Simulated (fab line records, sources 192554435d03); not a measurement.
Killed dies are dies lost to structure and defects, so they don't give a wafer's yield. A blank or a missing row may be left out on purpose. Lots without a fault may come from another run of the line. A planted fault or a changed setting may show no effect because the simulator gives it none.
Chamber matching | flow n5_finfet | N5_HKMG_FIN_ALD_75 on ald_hk-03: 4 sister chambers
The step deposits Al2O3, target thk 1 nm, co reactant pulse time 1 s. 4 wafers are shown with their chamber, then 8 later ones without.

WAFERS WITH THEIR CHAMBER
wafer  | chamber | heater_power_w (W)
L088.2 | 0       | 152
L088.4 | 3       | 149
L088.6 | 2       | 167
L092.1 | 1       | 132

WAFERS WITHOUT THEIR CHAMBER
wafer  | heater_power_w (W)
L092.2 | 168
L092.3 | 153
L095.1 | 164
L095.5 | 166
L095.6 | 132
L096.3 | 132
L096.4 | 150
L096.5 | 131

WHICH CHAMBER EACH WENT THROUGH
wafer  | from the rows above     | in truth
L092.2 | 2                       | 2
L092.3 | 0                       | 0
L095.1 | 2                       | 2
L095.5 | 2                       | 2
L095.6 | 1                       | 1
L096.3 | 1                       | 1
L096.4 | can't be placed: 3 or 0 | 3
L096.5 | 1                       | 1
Placed correctly: 7 of 8. Can't be placed from these rows: 1 (the true chamber is among the candidates in 1). Placed wrongly: 0.
How it was worked out, from the rows above alone: a wafer's distance from a chamber is the root of the sum, over the readings, of the square of ((its reading less the chamber's mean) divided by the reading's scatter). The wafer belongs to the nearest chamber; if the next one is less than 2 further off, it can't be placed. A chamber's mean is the mean of its shown wafers. The scatter: with one shown wafer a chamber, the root of the mean of the squares of how far each hidden wafer lies from its nearest shown one.
